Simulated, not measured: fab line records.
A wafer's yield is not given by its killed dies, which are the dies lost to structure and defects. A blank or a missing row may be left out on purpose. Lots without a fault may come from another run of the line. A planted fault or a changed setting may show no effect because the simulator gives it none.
fab line records	flow n5-finfet
[record] lots = 7	wafers = 39
route steps=1938 shown BEOL_M9@1446 BEOL_M13@1659
start-h: hours from the record's first day to the start of the lot's first wafer shown	wait-h: hours elapsed since this lot's preceding step	" identical to the entry in the row above	L1.1+2: a row that stands for several wafers	- no value, or no start given	* or withheld: withheld	< > ~ a bound
route shown NAME@n: NAME is a module with steps in the file, n the number in the route of the first one	usual: mean and standard deviation over wafers with no fault	same: alike in all rows	chamber/n: place in a boat	sites: each site's reading	_std_site: the values' standard deviation	_edge_site: mean of outer sites minus mean of inner sites	radius-mm: for every site, how far away it sits from the centre of the wafer	mask NAME#n: copy n	behind: tool/chamber where the wafer was last shaped	hold: why the lot went on hold/how many hours it stayed there/how the hold came to an end	device: the transistor (n, p or np) that didn't switch	end of line: the tests these same wafers got at the end of their route	where a step has no rows: the recipe by itself	killed: not the wafer's yield, but the dies lost to structure and defects at the first sort	map: dies across one wafer; x = killed, . = not, _ = none there
set.NAME: the setting as run; set.NAME@STEP: as run at that earlier step	model.NAME: the simulator's own value behind a step, which no gauge read
lots with deliberately changed settings; one table per step, one row per wafer
[[steps]]
[step N5_BEOL_M9_TRENCH_ETCH_37]
[recipe] chemistry = C4F6/O2	target-depth-a = 1514.3	target = SiCOH_lowk	time-s = 49	ion-energy-ev = 250	pressure-mtorr = 30	source-w = 345	bias-w = 185	Ar_flow_sccm = 300	C4F6_flow_sccm = 10	O2_flow_sccm = 10
lot.wafer	tool	chamber	start-h	wait-h	set.target-depth-a	model.BEOL_M9.feature-depth-nm	model.etch.depth-nm	model.TiN_of_BEOL_M9_HM_DEP_02.thk-nm
L077.1	rie-diel-01	3	-	-	2233	225	224.9	13.6
L077.2	"	1	"	"	1514.3	151.8	151.7	15.6
L077.3	"	0	"	"	2233	224.8	224.8	13.6
L077.4	"	2	"	"	1514.3	152.6	152.6	15.8
L077.5	"	0	"	"	1514.3	154.2	154.3	15.6
L077.6	"	1	"	"	2233	221.8	221.7	13.6
L081.1	rie-diel-02	3	-	-	941.2	94.6	94.54	17
L081.2	"	1	"	"	1514.3	152.4	152.4	15.4
L081.3	"	2	"	"	941.2	93.4	93.35	16.8
L081.4	"	0	"	"	941.2	94.6	94.53	17
L081.5	"	1	"	"	1514.3	151	151	15.4
L081.6	"	2	"	"	1514.3	150.8	150.9	15.6
L088.1	rie-diel-02	1	-	-	1514.3	149.4	149.4	16
L088.2	"	2	"	"	1514.3	148.4	148.3	15.8
L088.3	"	0	"	"	1514.3	150.2	150.2	16
L088.4	"	0	"	"	1514.3	151.2	151.1	15.8
L088.5	"	2	"	"	1514.3	148.6	148.6	16
L088.6	"	1	"	"	1514.3	148.2	148.3	16
L090.1	rie-diel-01	0	-	-	1514.3	152.2	152.2	15.8
L090.3	"	1	"	"	1514.3	147.4	147.4	16
L090.6	"	0	"	"	1514.3	150.6	150.7	16
L091.1	rie-diel-02	3	-	-	645.4	64.6	64.55	18.2
L091.2	"	0	"	"	1514.3	152	152	16
L091.3	"	1	"	"	645.4	63.8	63.89	18.4
L091.4	"	1	"	"	1514.3	151.2	151.1	16.2
L091.5	"	3	"	"	1514.3	150	150.1	15.8
L091.6	"	0	"	"	645.4	65	64.94	18.4
L094.1	rie-diel-02	1	-	-	1514.3	149.2	149.3	15.8
L094.2	"	0	"	"	1514.3	151.6	151.6	16
L094.3	"	2	"	"	1514.3	148	148.1	16
L094.4	"	3	"	"	1514.3	150.2	150.3	16.2
L094.5	"	1	"	"	1514.3	149	149	16
L094.6	"	2	"	"	1514.3	149.8	149.9	16
L097.1	rie-diel-02	2	-	-	1514.3	149	148.9	16.2
L097.2	"	0	"	"	2277	229.2	229.1	14
L097.3	"	1	"	"	2277	226.4	226.5	14.2
L097.4	"	3	"	"	1514.3	150.8	150.8	16.2
L097.5	"	2	"	"	2277	224.2	224.1	14.2
L097.6	"	3	"	"	1514.3	150.4	150.4	15.8
[step N5_BEOL_M9_ETCH_41]
[recipe] chemistry = CH3F/O2	target = SiCN	target-depth-a = 366	taper-deg = 2	time-s = 70.1	ion-energy-ev = 120	mask-material = TiN	pressure-mtorr = 30	source-w = 395	bias-w = 75	Ar_flow_sccm = 150	CH3F_flow_sccm = 30	O2_flow_sccm = 20
[step N5_BEOL_M9_STRIP_80]
[recipe] chemistry = N2/H2	time-s = 10	power-w = 450	temp-c = 40	pressure-mtorr = 20	rf-frequency-hz = 6e+07	bias-power-w = 7	n2-flow-sccm = 200	h2-flow-sccm = 200
[step N5_BEOL_M9_OCD_MEAS_38]
[usual] trench-depth-nm = 150.3/1.7
lot.wafer	tool	chamber	start-h	wait-h	set.target-depth-a@BEOL_M9_TRENCH_ETCH_37	trench-depth-nm
L077.1	ocd-01	-	227.79	-	2233	225.0
L077.2	"	-	"	"	1514.3	151.7
L077.3	"	-	"	"	2233	224.4
L077.4	"	-	"	"	1514.3	152.6
L077.5	"	-	"	"	1514.3	154.5
L077.6	"	-	"	"	2233	221.8
L081.1	ocd-01	-	249.93	-	941.2	94.8
L081.2	"	-	"	"	1514.3	152.6
L081.3	"	-	"	"	941.2	94.0
L081.4	"	-	"	"	941.2	94.6
L081.5	"	-	"	"	1514.3	150.9
L081.6	"	-	"	"	1514.3	151.0
L088.1	ocd-01	-	298.58	-	1514.3	149.3
L088.2	"	-	"	"	1514.3	148.8
L088.3	"	-	"	"	1514.3	150.0
L088.4	"	-	"	"	1514.3	151.4
L088.5	"	-	"	"	1514.3	148.5
L088.6	"	-	"	"	1514.3	148.5
L090.1	ocd-01	-	312.46	-	1514.3	151.6
L090.3	"	-	"	"	1514.3	148.0
L090.6	"	-	"	"	1514.3	150.7
L091.1	ocd-01	-	318.56	-	645.4	64.9
L091.2	"	-	"	"	1514.3	151.8
L091.3	"	-	"	"	645.4	64.4
L091.4	"	-	"	"	1514.3	151.2
L091.5	"	-	"	"	1514.3	149.6
L091.6	"	-	"	"	645.4	65.0
L094.1	ocd-02	-	325.06	-	1514.3	149.1
L094.2	"	-	"	"	1514.3	152.1
L094.3	"	-	"	"	1514.3	147.8
L094.4	"	-	"	"	1514.3	150.3
L094.5	"	-	"	"	1514.3	148.9
L094.6	"	-	"	"	1514.3	150.0
L097.1	ocd-01	-	350.04	-	1514.3	148.8
L097.2	"	-	"	"	2277	229.3
L097.3	"	-	"	"	2277	226.0
L097.4	"	-	"	"	1514.3	150.8
L097.5	"	-	"	"	2277	223.9
L097.6	"	-	"	"	1514.3	150.3
[step N5_BEOL_M9_HM_STRIP_39]
[recipe] chemistry = peroxide-tin-strip	material = TiN	target-depth-a = 250	temp-c = 50	time-s = 158
[step N5_BEOL_M9_SRD_40]
[recipe] time-s = 30	temp-c = 23	rinse-liquid = diw	dry = ipa-marangoni
[step N5_BEOL_M9_ECD_50]
[recipe] material = Cu	target-thk-a = 3180
[step N5_BEOL_M9_ANNEAL_51]
[recipe] temp-c = 225	time-s = 90	ambient = N2
[step N5_BEOL_M9_CMP_52]
[recipe] stop-on = SiCOH_lowk	t-overpolish-s = 7	down-force-psi = 1	platen-rpm = 50	clearing-platen-down-force-psi = 1.5	clearing-platen-rpm = 50	post-cmp-clean = cu-alkaline	target-thk-nm = 140	clearing-platen-pad-velocity-m-s = 0.99484	pad-velocity-m-s = 0.99484
lot.wafer	tool	chamber	start-h	wait-h	set.target-depth-a@BEOL_M9_TRENCH_ETCH_37	model.Cu_of_BEOL_M9_ECD_50.thk-nm
L077.1	cmp-03	3	230.23	0.3	2233	214.6
L077.3	"	0	"	"	2233	213.6
L077.4	"	1	"	"	1514.3	141.2
L077.2	"	2	"	"	1514.3	139.8
L077.5	"	3	"	"	1514.3	142.4
L077.6	"	0	"	"	2233	210.4
L081.4	cmp-03	3	251.72	0.2	941.2	84.2
L081.1	"	0	"	"	941.2	83.2
L081.2	"	1	"	"	1514.3	141
L081.3	"	2	"	"	941.2	82.8
L081.6	"	3	"	"	1514.3	139.8
L081.5	"	0	"	"	1514.3	140.6
L088.1	cmp-02	2	300.91	0.3	1514.3	137.8
L088.3	"	3	"	"	1514.3	140.6
L088.4	"	0	"	"	1514.3	139.8
L088.2	"	1	"	"	1514.3	139.4
L088.6+5	"	2,3	"	"	1514.3	138.2
L090.1	cmp-03	1	314.84	0.3	1514.3	140.2
L090.3	"	2	"	"	1514.3	135.2
L090.6	"	0	"	"	1514.3	138
L091.4	cmp-04	0	320.60	0.1	1514.3	139.2
L091.3	"	1	"	"	645.4	51.6
L091.2	"	2	"	"	1514.3	139.6
L091.1	"	3	"	"	645.4	51.2
L091.5	"	0	"	"	1514.3	136.4
L091.6	"	1	"	"	645.4	53.4
L094.4	cmp-02	3	327.22	0.1	1514.3	139.4
L094.2	"	0	"	"	1514.3	141.6
L094.3	"	1	"	"	1514.3	137.8
L094.1	"	2	"	"	1514.3	138.2
L094.6	"	3	"	"	1514.3	139.2
L094.5	"	0	"	"	1514.3	136.2
L097.4	cmp-03	0	352.34	0.1	1514.3	141
L097.1	"	1	"	"	1514.3	136.4
L097.3	"	2	"	"	2277	216.2
L097.2	"	3	"	"	2277	219
L097.6	"	0	"	"	1514.3	139.2
L097.5	"	1	"	"	2277	213.4
[step N5_BEOL_M9_THK_MEAS_53]
[recipe] thk-meas-gauge = xrf	reads = Cu_of_BEOL_M9_ECD_50
[usual] M9_THK = 139.1/2
lot.wafer	tool	chamber	start-h	wait-h	set.target-depth-a@BEOL_M9_TRENCH_ETCH_37	M9_THK[nm]
L077.1	film-metro-01	-	230.53	-	2233	214.6
L077.2	"	-	"	"	1514.3	139.3
L077.3	"	-	"	"	2233	213.0
L077.4	"	-	"	"	1514.3	140.8
L077.5	"	-	"	"	1514.3	142.2
L077.6	"	-	"	"	2233	209.6
L081.1	film-metro-02	-	252.01	-	941.2	82.9
L081.2	"	-	"	"	1514.3	140.2
L081.3	"	-	"	"	941.2	82.4
L081.4	"	-	"	"	941.2	83.9
L081.5	"	-	"	"	1514.3	139.4
L081.6	"	-	"	"	1514.3	139.3
L088.1	film-metro-02	-	301.20	-	1514.3	137.5
L088.2	"	-	"	"	1514.3	139.4
L088.3	"	-	"	"	1514.3	141.1
L088.4	"	-	"	"	1514.3	139.8
L088.5	"	-	"	"	1514.3	138.3
L088.6	"	-	"	"	1514.3	138.3
L090.1	film-metro-01	-	315.06	-	1514.3	140.4
L090.3	"	-	"	"	1514.3	135.0
L090.6	"	-	"	"	1514.3	137.8
L091.1	film-metro-02	-	320.89	-	645.4	51.6
L091.2	"	-	"	"	1514.3	140.3
L091.3	"	-	"	"	645.4	51.7
L091.4	"	-	"	"	1514.3	141.2
L091.5	"	-	"	"	1514.3	138.0
L091.6	"	-	"	"	645.4	54.0
L094.1	film-metro-02	-	327.52	-	1514.3	139.7
L094.2	"	-	"	"	1514.3	143.8
L094.3	"	-	"	"	1514.3	139.9
L094.4	"	-	"	"	1514.3	141.1
L094.5	"	-	"	"	1514.3	138.2
L094.6	"	-	"	"	1514.3	141.2
L097.1	film-metro-02	-	352.63	-	1514.3	137.4
L097.2	"	-	"	"	2277	222.5
L097.3	"	-	"	"	2277	218.3
L097.4	"	-	"	"	1514.3	142.5
L097.5	"	-	"	"	2277	215.2
L097.6	"	-	"	"	1514.3	139.9
[step N5_BEOL_M9_PRE_CLEAN_55]
[recipe] gas = NH3	time-s = 15	temp-c = withheld	rf-power-w = 300
[step N5_BEOL_M9_DEP_56]
[recipe] material = SiCN	target-thk-a = 150	temp-c = withheld	precursor = 3MS/NH3	pressure-torr = 3	rf-w = 202	time-s = 26.5
[step N5_BEOL_M9_RS_MEAS_57]
[recipe] thk-meas-gauge = four-point-probe	reads = Cu_of_BEOL_M9_ECD_50+Co_of_BEOL_M9_CVD_78+TaN_of_BEOL_M9_ALD_74
[usual] M9_RS = 0.1518/0.0024
lot.wafer	tool	chamber	start-h	wait-h	set.target-depth-a@BEOL_M9_TRENCH_ETCH_37	M9_RS[ohm/sq]
L077.1	film-metro-02	-	230.66	0.1	2233	0.0948
L077.2	"	-	"	"	1514.3	0.1508
L077.3	"	-	"	"	2233	0.0955
L077.4	"	-	"	"	1514.3	0.1494
L077.5	"	-	"	"	1514.3	0.1477
L077.6	"	-	"	"	2233	0.0969
L081.1	film-metro-01	-	252.15	0.1	941.2	0.2719
L081.2	"	-	"	"	1514.3	0.1496
L081.3	"	-	"	"	941.2	0.2739
L081.4	"	-	"	"	941.2	0.2684
L081.5	"	-	"	"	1514.3	0.1501
L081.6	"	-	"	"	1514.3	0.1508
L088.1	film-metro-02	-	301.34	0.1	1514.3	0.1531
L088.2	"	-	"	"	1514.3	0.1514
L088.3	"	-	"	"	1514.3	0.1496
L088.4	"	-	"	"	1514.3	0.1509
L088.5	"	-	"	"	1514.3	0.1526
L088.6	"	-	"	"	1514.3	0.1529
L090.1	film-metro-01	-	315.20	0.1	1514.3	0.1508
L090.3	"	-	"	"	1514.3	0.1569
L090.6	"	-	"	"	1514.3	0.1530
L091.1	film-metro-02	-	321.03	0.1	645.4	0.4899
L091.2	"	-	"	"	1514.3	0.1514
L091.3	"	-	"	"	645.4	0.4858
L091.4	"	-	"	"	1514.3	0.1516
L091.5	"	-	"	"	1514.3	0.1553
L091.6	"	-	"	"	645.4	0.4637
L094.1	film-metro-01	-	327.65	0.1	1514.3	0.1531
L094.2	"	-	"	"	1514.3	0.1488
L094.3	"	-	"	"	1514.3	0.1535
L094.4	"	-	"	"	1514.3	0.1515
L094.5	"	-	"	"	1514.3	0.1558
L094.6	"	-	"	"	1514.3	0.1518
L097.1	film-metro-02	-	352.77	0.1	1514.3	0.1552
L097.2	"	-	"	"	2277	0.0929
L097.3	"	-	"	"	2277	0.0941
L097.4	"	-	"	"	1514.3	0.1494
L097.5	"	-	"	"	2277	0.0953
L097.6	"	-	"	"	1514.3	0.1519
[step N5_BEOL_M13_ILD_DEP_00]
[recipe] material = SiOC	target-thk-a = 8379.2	temp-c = 350	precursor = DEMS/O2	pressure-torr = 5	rf-w = 500	time-s = 166.4
lot.wafer	tool	chamber	start-h	wait-h	set.target-thk-a	model.SiOC_of_BEOL_M13_ILD_DEP_00.thk-nm
L077.1	pecvd-04	1	252.57	0.0	10740	1064
L077.2	"	0	"	"	8379.2	833.2
L077.3	"	2	"	"	8379.2	829.4
L077.4	"	1	"	"	10740	1072
L077.5	"	0	"	"	10740	1081
L077.6	"	2	"	"	8379.2	847.8
L081.1	pecvd-03	1	271.78	0.0	10530	1044
L081.2	"	0	"	"	10530	1038
L081.3	"	2	"	"	8379.2	841
L081.4	"	0	"	"	10530	1061
L081.5	"	1	"	"	8379.2	841.4
L081.6	"	2	"	"	8379.2	846.4
L088.1	pecvd-04	0	321.54	0.0	8379.2	825.8
L088.2	"	1	"	"	8379.2	828.8
L088.3	"	2	"	"	11530	1138
L088.4	"	0	"	"	8379.2	851.2
L088.5	"	1	"	"	11530	1171
L088.6	"	2	"	"	11530	1158
L090.1	pecvd-04	1	338.97	0.0	8379.2	848.6
L090.3	"	2	"	"	8379.2	840.2
L090.6	"	2	"	"	8379.2	851
L091.1	pecvd-01	2	341.94	0.0	8379.2	820.2
L091.2	"	0	"	"	8379.2	820.4
L091.3	"	1	"	"	8379.2	833
L091.4	"	1	"	"	8379.2	844.6
L091.5	"	0	"	"	8379.2	844
L091.6	"	2	"	"	8379.2	850.6
L094.1	pecvd-01	0	349.45	0.0	8379.2	828
L094.2	"	2	"	"	11260	1127
L094.3	"	1	"	"	8379.2	850
L094.4	"	1	"	"	11260	1140
L094.5	"	0	"	"	8379.2	849.4
L094.6	"	2	"	"	11260	1155
L097.1	pecvd-01	2	383.42	0.0	8379.2	833.2
L097.2	"	1	"	"	8379.2	824.2
L097.3	"	0	"	"	8379.2	830.6
L097.4	"	0	"	"	8379.2	833.4
L097.5	"	2	"	"	8379.2	855
L097.6	"	1	"	"	8379.2	843
[step N5_BEOL_M13_THK_MEAS_01]
[recipe] reads = SiOC_of_BEOL_M13_ILD_DEP_00
[usual] M13_ILD_THK = 840/10
lot.wafer	tool	chamber	start-h	wait-h	set.target-thk-a@BEOL_M13_ILD_DEP_00	M13_ILD_THK[nm]
L077.1	film-metro-01	-	252.72	0.1	10740	1064
L077.2	"	-	"	"	8379.2	833
L077.3	"	-	"	"	8379.2	830
L077.4	"	-	"	"	10740	1072
L077.5	"	-	"	"	10740	1081
L077.6	"	-	"	"	8379.2	847
L081.1	film-metro-01	-	271.93	0.1	10530	1044
L081.2	"	-	"	"	10530	1038
L081.3	"	-	"	"	8379.2	841
L081.4	"	-	"	"	10530	1062
L081.5	"	-	"	"	8379.2	841
L081.6	"	-	"	"	8379.2	846
L088.1	film-metro-02	-	321.69	0.1	8379.2	825
L088.2	"	-	"	"	8379.2	829
L088.3	"	-	"	"	11530	1138
L088.4	"	-	"	"	8379.2	851
L088.5	"	-	"	"	11530	1171
L088.6	"	-	"	"	11530	1157
L090.1	film-metro-01	-	339.12	0.1	8379.2	848
L090.3	"	-	"	"	8379.2	840
L090.6	"	-	"	"	8379.2	851
L091.1	film-metro-02	-	342.09	0.1	8379.2	821
L091.2	"	-	"	"	8379.2	820
L091.3	"	-	"	"	8379.2	833
L091.4	"	-	"	"	8379.2	844
L091.5	"	-	"	"	8379.2	844
L091.6	"	-	"	"	8379.2	851
L094.1	film-metro-01	-	349.60	0.1	8379.2	829
L094.2	"	-	"	"	11260	1126
L094.3	"	-	"	"	8379.2	850
L094.4	"	-	"	"	11260	1140
L094.5	"	-	"	"	8379.2	849
L094.6	"	-	"	"	11260	1157
L097.1	film-metro-02	-	383.57	0.1	8379.2	833
L097.2	"	-	"	"	8379.2	824
L097.3	"	-	"	"	8379.2	830
L097.4	"	-	"	"	8379.2	834
L097.5	"	-	"	"	8379.2	856
L097.6	"	-	"	"	8379.2	843
[step N5_BEOL_M13_COAT_58]
[recipe] resist = BARC	temp-c = 205	time-s = 60	spin-rpm = 1500	resist-thk-nm = 89
[step N5_BEOL_M13_COAT_04]
[recipe] spin-rpm = 1625	resist-thk-nm = 400
[step N5_BEOL_M13_DESCUM_15]
[recipe] chemistry = O2	time-s = 7.9	source-power-w = 50	bias-power-w = 20	pressure-mtorr = 20	rf-frequency-hz = 2.712e+07	temp-c = 40	o2-flow-sccm = 225
[step N5_BEOL_M13_ETCH_59]
[recipe] chemistry = N2/H2	target = BARC	target-depth-a = 890	overetch-a = 267	time-s = 67.9	ion-energy-ev = 200	pressure-mtorr = 30	source-w = 840	bias-w = 150	n2-flow-sccm = 200	h2-flow-sccm = 200
[step N5_BEOL_M13_VIA_ETCH_16]
[recipe] chemistry = C4F8/O2/Ar	target = SiOC	pressure-mtorr = 30	source-w = 3000	bias-w = 700	Ar_flow_sccm = 400	C4F8_flow_sccm = 15	O2_flow_sccm = 8	he-inner-torr = 15	he-outer-torr = 30	target-depth-a = 9217	time-s = withheld	ion-energy-ev = 250	ends = cleared
lot.wafer	tool	chamber	start-h	wait-h	set.target-thk-a@BEOL_M13_ILD_DEP_00	model.etch.depth-nm	model.coat_of_BEOL_M13_COAT_04.thk-nm
L077.1	rie-diel-02	0	253.54	0.0	10740	1064	3.8
L077.2	"	2	"	"	8379.2	833.3	72.8
L077.3	"	1	"	"	8379.2	829.3	74.2
L077.4	"	3	"	"	10740	1072	2
L077.5	"	2	"	"	10740	1081	0.4
L077.6	"	3	"	"	8379.2	847.8	66.8
L081.1	rie-diel-02	3	272.54	0.0	10530	1044	11.6
L081.2	"	1	"	"	10530	1038	11.2
L081.3	"	2	"	"	8379.2	841	71.2
L081.4	"	0	"	"	10530	1061	4.6
L081.5	"	2	"	"	8379.2	841.3	71.4
L081.6	"	1	"	"	8379.2	846.3	68.8
L088.1	rie-diel-02	1	322.18	0.0	8379.2	825.7	75.6
L088.2	"	0	"	"	8379.2	828.9	72
L088.3	"	3	"	"	11530	1138	0
L088.4	"	2	"	"	8379.2	851.1	67.2
L088.5	"	3	"	"	11530	1171	0
L088.6	"	0	"	"	11530	1158	0
L090.1	rie-diel-06	3	339.60	0.0	8379.2	848.6	67.2
L090.3	"	0	"	"	8379.2	840.2	71.8
L090.6	"	0	"	"	8379.2	851.1	67.8
L091.1	rie-diel-01	2	342.57	0.0	8379.2	820.2	76
L091.2	"	1	"	"	8379.2	820.4	75.6
L091.3	"	3	"	"	8379.2	832.9	70
L091.4	"	0	"	"	8379.2	844.5	67.8
L091.5	"	1	"	"	8379.2	844.1	69.2
L091.6	"	0	"	"	8379.2	850.5	66.8
L094.1	rie-diel-01	2	350.08	0.0	8379.2	827.9	76.6
L094.2	"	0	"	"	11260	1127	0
L094.3	"	3	"	"	8379.2	850.1	67.4
L094.4	"	1	"	"	11260	1140	0
L094.5	"	0	"	"	8379.2	849.4	67
L094.6	"	3	"	"	11260	1155	0
L097.1	rie-diel-01	0	384.21	0.0	8379.2	833.2	72.2
L097.2	"	3	"	"	8379.2	824.1	72.8
L097.3	"	1	"	"	8379.2	830.6	69.6
L097.4	"	2	"	"	8379.2	833.3	73
L097.5	"	1	"	"	8379.2	855	62.8
L097.6	"	2	"	"	8379.2	843.1	70.6
[step N5_BEOL_M13_STRIP_63]
[recipe] chemistry = N2/H2	power-w = 1000	temp-c = 250	h2-frac = 0.65	overash-fraction = 0.3	pressure-mtorr = 1000	n2-flow-sccm = 1750	h2-flow-sccm = 3250
[usual] oes-product-au = 0.674/0.0048	strip-time-to-endpoint-s = 27.7/1.1
lot.wafer	tool	chamber	start-h	wait-h	set.target-thk-a@BEOL_M13_ILD_DEP_00	oes-product-au	strip-time-to-endpoint-s
L077.1	plasma-asher-01	1	253.77	-	10740	0.307	5.0
L077.2	"	0	"	"	8379.2	0.675	28.5
L077.3	"	0	"	"	8379.2	0.681	28.9
L077.4	"	1	"	"	10740	0.394	3.9
L077.5	"	1	"	"	10740	0.266	0.7
L077.6	"	0	"	"	8379.2	0.677	26.7
L081.1	plasma-asher-02	1	272.77	-	10530	0.430	8.2
L081.2	"	0	"	"	10530	0.427	8.1
L081.3	"	0	"	"	8379.2	0.670	28.0
L081.4	"	1	"	"	10530	0.324	5.4
L081.5	"	1	"	"	8379.2	0.682	28.1
L081.6	"	0	"	"	8379.2	0.674	27.3
L088.1	plasma-asher-01	1	322.41	-	8379.2	0.679	29.3
L088.2	"	0	"	"	8379.2	0.671	28.2
L088.3	"	0	"	"	11530	0.230	0.0
L088.4	"	1	"	"	8379.2	0.664	26.8
L088.5	"	0	"	"	11530	0.230	0.0
L088.6	"	1	"	"	11530	0.228	0.0
L090.1	plasma-asher-01	1	339.83	-	8379.2	0.672	26.8
L090.3	"	1	"	"	8379.2	0.667	28.2
L090.6	"	1	"	"	8379.2	0.672	27.0
L091.1	plasma-asher-02	0	342.80	-	8379.2	0.678	29.4
L091.2	"	1	"	"	8379.2	0.675	29.3
L091.3	"	0	"	"	8379.2	0.664	27.7
L091.4	"	1	"	"	8379.2	0.673	27.0
L091.5	"	0	"	"	8379.2	0.671	27.4
L091.6	"	1	"	"	8379.2	0.665	26.7
L094.1	plasma-asher-01	0	350.32	-	8379.2	0.678	29.6
L094.2	"	1	"	"	11260	0.229	0.0
L094.3	"	0	"	"	8379.2	0.675	26.9
L094.4	"	1	"	"	11260	0.228	0.0
L094.5	"	1	"	"	8379.2	0.674	26.8
L094.6	"	0	"	"	11260	0.228	0.0
L097.1	plasma-asher-01	0	384.45	-	8379.2	0.678	28.3
L097.2	"	1	"	"	8379.2	0.678	28.5
L097.3	"	1	"	"	8379.2	0.674	27.6
L097.4	"	0	"	"	8379.2	0.676	28.6
L097.5	"	1	"	"	8379.2	0.679	25.5
L097.6	"	0	"	"	8379.2	0.671	27.8
[[key]]
[split] step = N5_BEOL_M9_TRENCH_ETCH_37	setting = target-depth-a	stated = 1514.3	by = wafer
[response] step = N5_BEOL_M9_TRENCH_ETCH_37	reading = model.BEOL_M9.feature-depth-nm	change = +1.51	per = 1%	r = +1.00
[response] step = N5_BEOL_M9_TRENCH_ETCH_37	reading = model.etch.depth-nm	change = +1.51	per = 1%	r = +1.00
[response] step = N5_BEOL_M9_TRENCH_ETCH_37	reading = model.TiN_of_BEOL_M9_HM_DEP_02.thk-nm	change = -0.0405	per = 1%	r = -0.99
[response] step = N5_BEOL_M9_OCD_MEAS_38	reading = trench-depth-nm	change = +1.5	per = 1%	r = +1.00
[response] step = N5_BEOL_M9_CMP_52	reading = model.Cu_of_BEOL_M9_ECD_50.thk-nm	change = +1.51	per = 1%	r = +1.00
[response] step = N5_BEOL_M9_THK_MEAS_53	reading = M9_THK	change = +1.53	per = 1%	r = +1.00
[response] step = N5_BEOL_M9_RS_MEAS_57	reading = M9_RS	shape = bent	at-lowest = 0.4798	at-stated = 0.1518	at-highest = 0.0941
[split] step = N5_BEOL_M13_ILD_DEP_00	setting = target-thk-a	stated = 8379.2	by = wafer
[response] step = N5_BEOL_M13_ILD_DEP_00	reading = model.SiOC_of_BEOL_M13_ILD_DEP_00.thk-nm	change = +8.45	per = 1%	r = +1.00
[response] step = N5_BEOL_M13_THK_MEAS_01	reading = M13_ILD_THK	change = +8.45	per = 1%	r = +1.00
[response] step = N5_BEOL_M13_VIA_ETCH_16	reading = model.etch.depth-nm	change = +8.45	per = 1%	r = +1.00
[response] step = N5_BEOL_M13_VIA_ETCH_16	reading = model.coat_of_BEOL_M13_COAT_04.thk-nm	change = -2.13	per = 1%	r = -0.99
[response] step = N5_BEOL_M13_STRIP_63	reading = oes-product-au	change = -0.0122	per = 1%	r = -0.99
[response] step = N5_BEOL_M13_STRIP_63	reading = strip-time-to-endpoint-s	shape = bent	at-lowest = *	at-stated = *	at-highest = *
